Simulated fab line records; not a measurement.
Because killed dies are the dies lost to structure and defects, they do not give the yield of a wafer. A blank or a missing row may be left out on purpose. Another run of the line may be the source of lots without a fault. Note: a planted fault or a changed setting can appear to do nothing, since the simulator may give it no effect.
Matching of chambers / flow nandHarc / NHARC_A_STAIRCASE_ALD_420 on aldHk-02: 4 sister chambers
The step deposits SiO2, target thk 20 nm, pulse time 6 s, ald cycles 200. 4 wafers are shown with their chamber, then 7 later ones without.

## WAFERS PAIRED WITH THEIR CHAMBERS
wafer=L085.5; chamber=0; heaterPowerW (W)=471
wafer=L085.6; chamber=1; heaterPowerW (W)=513
wafer=L089.2; chamber=2; heaterPowerW (W)=428
wafer=L089.3; chamber=3; heaterPowerW (W)=561

## WAFERS MISSING THEIR CHAMBER
wafer=L089.6; heaterPowerW (W)=499
wafer=L091.1; heaterPowerW (W)=570
wafer=L091.3; heaterPowerW (W)=430
wafer=L091.4; heaterPowerW (W)=477
wafer=L096.2; heaterPowerW (W)=474
wafer=L096.5; heaterPowerW (W)=429
wafer=L096.6; heaterPowerW (W)=511

## WHICH CHAMBER EACH ONE RAN IN
wafer=L089.6; from the rows above=1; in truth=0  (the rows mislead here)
wafer=L091.1; from the rows above=3; in truth=3
wafer=L091.3; from the rows above=2; in truth=2
wafer=L091.4; from the rows above=0; in truth=0
wafer=L096.2; from the rows above=0; in truth=0
wafer=L096.5; from the rows above=2; in truth=2
wafer=L096.6; from the rows above=1; in truth=1
Placed correctly: 6 of 7. Can't be placed from these rows: 0. Wrongly placed: 1.
How it was worked out, from the rows above alone: a wafer's distance from a chamber is the root of the sum, over the readings, of the square of ((its reading less the chamber's mean) divided by the reading's scatter). The wafer belongs to the nearest chamber; if the next one is less than 2 further off, it can't be placed. For every chamber, the mean is computed from those of its wafers that are shown. The scatter: with one shown wafer a chamber, the root of the mean of the squares of how far each hidden wafer lies from its nearest shown one.
